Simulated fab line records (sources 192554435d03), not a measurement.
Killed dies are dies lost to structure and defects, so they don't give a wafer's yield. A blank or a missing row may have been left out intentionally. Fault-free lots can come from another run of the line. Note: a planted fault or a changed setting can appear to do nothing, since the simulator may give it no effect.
Split-lot trial :: flow n5Finfet :: 7 lots, 21 wafers read, on a route of 1938 steps

== ON THE SPLIT ==
At N5_BEOL_M2_EXPOSE_25 (exposes mask V1, defocus 5 nm), the setting doseMj was moved away from the recipe's 63 on 8 of the 21 wafers read, by -5.7% to +6.0%. The other wafers ran this setting at the recipe's value.

== FROM THE SPLIT TO THE READING: what the file shows between them, 2 steps ==
- N5_BEOL_M2_PEB_26: peb time 60 s
- N5_BEOL_M2_DEVELOP_27: develop time 30 s

== THE READING ==
cdNm, in nm, at N5_BEOL_M2_CD_MEAS_28 (target cd 26.2 nm, target cd y 24.1 nm). Typical for fault-free wafers on this fab line: 26.17 nm, with standard deviation 0.23 nm.

wafer: L077.2
tool, chamber at the split: euvScanner-01, 0
doseMj as run: 66.76
against the recipe: +6.0%
cdNm, nm: 27.03
against lot-mates on the recipe: +0.82

wafer: L077.3
tool, chamber at the split: euvScanner-01, 0
doseMj as run: 63
against the recipe: recipe
cdNm, nm: 26.54
against lot-mates on the recipe: -

wafer: L077.6
tool, chamber at the split: euvScanner-01, 0
doseMj as run: 63
against the recipe: recipe
cdNm, nm: 25.88
against lot-mates on the recipe: -

wafer: L081.1
tool, chamber at the split: euvScanner-02, 0
doseMj as run: 63
against the recipe: recipe
cdNm, nm: 26.36
against lot-mates on the recipe: -

wafer: L081.4
tool, chamber at the split: euvScanner-02, 0
doseMj as run: 63
against the recipe: recipe
cdNm, nm: 26.37
against lot-mates on the recipe: -

wafer: L081.5
tool, chamber at the split: euvScanner-02, 0
doseMj as run: 63
against the recipe: recipe
cdNm, nm: 26.06
against lot-mates on the recipe: -

wafer: L082.1
tool, chamber at the split: euvScanner-02, 0
doseMj as run: 63
against the recipe: recipe
cdNm, nm: 26.05
against lot-mates on the recipe: -

wafer: L082.5
tool, chamber at the split: euvScanner-02, 0
doseMj as run: 63
against the recipe: recipe
cdNm, nm: 26.56
against lot-mates on the recipe: -

wafer: L082.6
tool, chamber at the split: euvScanner-02, 0
doseMj as run: 66.15
against the recipe: +5.0%
cdNm, nm: 26.97
against lot-mates on the recipe: +0.66

wafer: L087.1
tool, chamber at the split: euvScanner-02, 0
doseMj as run: 63
against the recipe: recipe
cdNm, nm: 26.07
against lot-mates on the recipe: -

wafer: L087.4
tool, chamber at the split: euvScanner-02, 0
doseMj as run: 63
against the recipe: recipe
cdNm, nm: 26.08
against lot-mates on the recipe: -

wafer: L087.5
tool, chamber at the split: euvScanner-02, 0
doseMj as run: 63
against the recipe: recipe
cdNm, nm: 26.34
against lot-mates on the recipe: -

wafer: L089.1
tool, chamber at the split: euvScanner-02, 0
doseMj as run: 59.42
against the recipe: -5.7%
cdNm, nm: 24.93
against lot-mates on the recipe: -1.21

wafer: L089.3
tool, chamber at the split: euvScanner-02, 0
doseMj as run: 63
against the recipe: recipe
cdNm, nm: 26.08
against lot-mates on the recipe: -

wafer: L089.5
tool, chamber at the split: euvScanner-02, 0
doseMj as run: 63
against the recipe: recipe
cdNm, nm: 26.20
against lot-mates on the recipe: -

wafer: L091.1
tool, chamber at the split: euvScanner-02, 0
doseMj as run: 61.61
against the recipe: -2.2%
cdNm, nm: 26.09
against lot-mates on the recipe: no lot-mate on the recipe

wafer: L091.2
tool, chamber at the split: euvScanner-02, 0
doseMj as run: 61.61
against the recipe: -2.2%
cdNm, nm: 25.74
against lot-mates on the recipe: no lot-mate on the recipe

wafer: L091.6
tool, chamber at the split: euvScanner-02, 0
doseMj as run: 61.61
against the recipe: -2.2%
cdNm, nm: 25.66
against lot-mates on the recipe: no lot-mate on the recipe

wafer: L096.1
tool, chamber at the split: euvScanner-02, 0
doseMj as run: 63
against the recipe: recipe
cdNm, nm: 26.18
against lot-mates on the recipe: -

wafer: L096.4
tool, chamber at the split: euvScanner-02, 0
doseMj as run: 66.07
against the recipe: +4.9%
cdNm, nm: 27.43
against lot-mates on the recipe: +1.25

wafer: L096.5
tool, chamber at the split: euvScanner-02, 0
doseMj as run: 66.07
against the recipe: +4.9%
cdNm, nm: 26.99
against lot-mates on the recipe: +0.81

THE FIT
A straight line over all 21 wafers: cdNm changes by +0.183 nm for each +1% of doseMj; r = +0.92; the points scatter about the line by 0.22 nm.
The same after taking each lot's own level away (the mean of its wafers on the recipe; 18 wafers): +0.181 nm for each +1%; r = +0.92; scatter 0.22 nm.
That fit puts the effect of the largest move of doseMj on the reading at 1.1 nm.
The span of the lots' own levels, 26.140 to 26.305 nm, comes to 0.7 times the standard deviation stated above.
The two slopes agree, so the slope changes little with the lot-to-lot level.
Check: with one of the wafers moved furthest among these (+6.0%) left out of the fit, the line predicts +1.15 nm for it against its lot-mates. Against them it came out at +0.82 nm.

== ADDITIONAL SPLITS CARRIED BY THESE WAFERS ==
These wafers also went through other splits before the reading. Each is held against what the fit with the lots' levels taken away leaves over:
other split on the same wafers: N5_BEOL_M0_SAQP_PECVD_04 timeS
wafers away from the commonest value: 7
r with cdNm (lot level and that fit taken away): +0.31

other split on the same wafers: N5_BEOL_M0_SAQP_HM_DEP_111 timeS
wafers away from the commonest value: 6
r with cdNm (lot level and that fit taken away): +0.05

other split on the same wafers: N5_BEOL_M0_SAQP_SPACER2_ALD_26 targetThkA
wafers away from the commonest value: 6
r with cdNm (lot level and that fit taken away): +0.19

other split on the same wafers: N5_BEOL_M0_SAQP_COAT_87 tempC
wafers away from the commonest value: 9
r with cdNm (lot level and that fit taken away): -0.18

== FILE'S OWN FIT ==
cdNm changes by +0.172 nm for each +1% of doseMj, r = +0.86.
